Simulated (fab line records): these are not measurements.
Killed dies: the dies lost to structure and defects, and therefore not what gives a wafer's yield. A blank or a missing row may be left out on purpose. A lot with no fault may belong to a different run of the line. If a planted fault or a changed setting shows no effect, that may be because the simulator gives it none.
Which tool is to blame? || flow n5_finfet || 20 wafers from 7 lots sampled at 4 of the route's 1938 steps

== WHAT THE GAUGES READ, wafer by wafer ==
N5_BEOL_M0_SAQP_CD_MEAS_29 targets a cd of 14.4 nm.
{"lot": "L797", "measured": "day 5 23:01", "on": "cd_sem-01", "cd_nm (nm)": "14.38 15.15 15.15"}
{"lot": "L799", "measured": "day 6 07:40", "on": "cd_sem-02", "cd_nm (nm)": "14.89 14.72 14.74"}
{"lot": "L801", "measured": "day 6 23:09", "on": "cd_sem-03", "cd_nm (nm)": "15.51 14.91"}
{"lot": "L806", "measured": "day 8 06:52", "on": "cd_sem-01", "cd_nm (nm)": "15.01 15.35 14.60"}
{"lot": "L809", "measured": "day 9 00:17", "on": "cd_sem-01", "cd_nm (nm)": "15.14 15.14 14.90"}
{"lot": "L816", "measured": "day 10 14:47", "on": "cd_sem-03", "cd_nm (nm)": "- - -"}
{"lot": "L818", "measured": "day 11 04:04", "on": "cd_sem-03", "cd_nm (nm)": "14.78 15.26 15.09"}

== EACH LOT AND THE TOOL THAT RAN IT (in order: tool; ch and the chambers of the sampled wafers; start) ==
{"lot": "L797", "N5_MOL_CONTACT_COAG_ETCH_124": "rie_diel-01 ch 0,3, day 5 11:54", "N5_BEOL_M0_SAQP_ILD_DEP_01": "pecvd-03 ch 1,2, day 5 16:23", "N5_BEOL_M0_SAQP_PECVD_97": "pecvd-03 ch 0,1,2, day 5 17:55"}
{"lot": "L799", "N5_MOL_CONTACT_COAG_ETCH_124": "rie_diel-05 ch 0,1, day 5 21:24", "N5_BEOL_M0_SAQP_ILD_DEP_01": "pecvd-02 ch 0,2, day 6 02:14", "N5_BEOL_M0_SAQP_PECVD_97": "pecvd-03 ch 0,1, day 6 03:25"}
{"lot": "L801", "N5_MOL_CONTACT_COAG_ETCH_124": "rie_diel-01 ch 1,2, day 6 10:30", "N5_BEOL_M0_SAQP_ILD_DEP_01": "pecvd-02 ch 0,1, day 6 15:05", "N5_BEOL_M0_SAQP_PECVD_97": "pecvd-02 ch 0,1, day 6 18:54"}
{"lot": "L806", "N5_MOL_CONTACT_COAG_ETCH_124": "rie_diel-01 ch 1,3, day 7 20:04", "N5_BEOL_M0_SAQP_ILD_DEP_01": "pecvd-04 ch 1,2, day 8 00:32", "N5_BEOL_M0_SAQP_PECVD_97": "pecvd-02 ch 0,1,2, day 8 02:41"}
{"lot": "L809", "N5_MOL_CONTACT_COAG_ETCH_124": "rie_diel-04 ch 2,3, day 8 14:03", "N5_BEOL_M0_SAQP_ILD_DEP_01": "pecvd-02 ch 0,1,2, day 8 18:52", "N5_BEOL_M0_SAQP_PECVD_97": "pecvd-02 ch 0,2, day 8 20:08"}
{"lot": "L816", "N5_MOL_CONTACT_COAG_ETCH_124": "rie_diel-01 ch 0,1,3, day 10 03:32", "N5_BEOL_M0_SAQP_ILD_DEP_01": "pecvd-02 ch 0,2, day 10 08:10", "N5_BEOL_M0_SAQP_PECVD_97": "pecvd-03 ch 1,2, day 10 10:09"}
{"lot": "L818", "N5_MOL_CONTACT_COAG_ETCH_124": "rie_diel-04 ch 2,3, day 10 18:08", "N5_BEOL_M0_SAQP_ILD_DEP_01": "pecvd-02 ch 0,1,2, day 10 22:45", "N5_BEOL_M0_SAQP_PECVD_97": "pecvd-02 ch 0,1, day 10 23:37"}
- N5_MOL_CONTACT_COAG_ETCH_124: etches SiNx in CH3F/O2, stops on SiOC, target depth 6.5 nm.
- N5_BEOL_M0_SAQP_ILD_DEP_01: deposits SiOC from DEMS/O2, target thk 45.419 nm, time 8.7 s.
- N5_BEOL_M0_SAQP_PECVD_97: deposits SiNx from SiH4/NH3/N2, target thk 23 nm, time 19.9 s.

== THE ANSWER, worked out from the rows above alone ==
Rule: the usual values come from the lots themselves. The widest of any qualifying gaps counts: lots, ordered by their means at a reading, are off when they make up no more than a third of the lots, leave a main group of 4 or more, and stand apart from it by 3 or more times the standard deviation of that group's means. If all means in a main group match to the digits the tables above print for the reading, that group is not used. Also off: a lot with no number at a reading for which 4 or more lots have one. All remaining lots with rows at the step are treated as sound.
Off: L816, at N5_BEOL_M0_SAQP_CD_MEAS_29 (cd_nm). Without a number there: L816. Mean 15.00 nm and standard deviation 0.13 in the main group.
If a tool, at a process step before that reading, ran all the lots that are off and no sound lot after the first of them, it fits. Gauges at N5_BEOL_M0_SAQP_CD_MEAS_29: tried the same way as those tools. Undecided on this evidence; 2 tools fit (rie_diel-01 at N5_MOL_CONTACT_COAG_ETCH_124, pecvd-03 at N5_BEOL_M0_SAQP_PECVD_97).

== WHAT THE SIMULATOR PUT IN ==
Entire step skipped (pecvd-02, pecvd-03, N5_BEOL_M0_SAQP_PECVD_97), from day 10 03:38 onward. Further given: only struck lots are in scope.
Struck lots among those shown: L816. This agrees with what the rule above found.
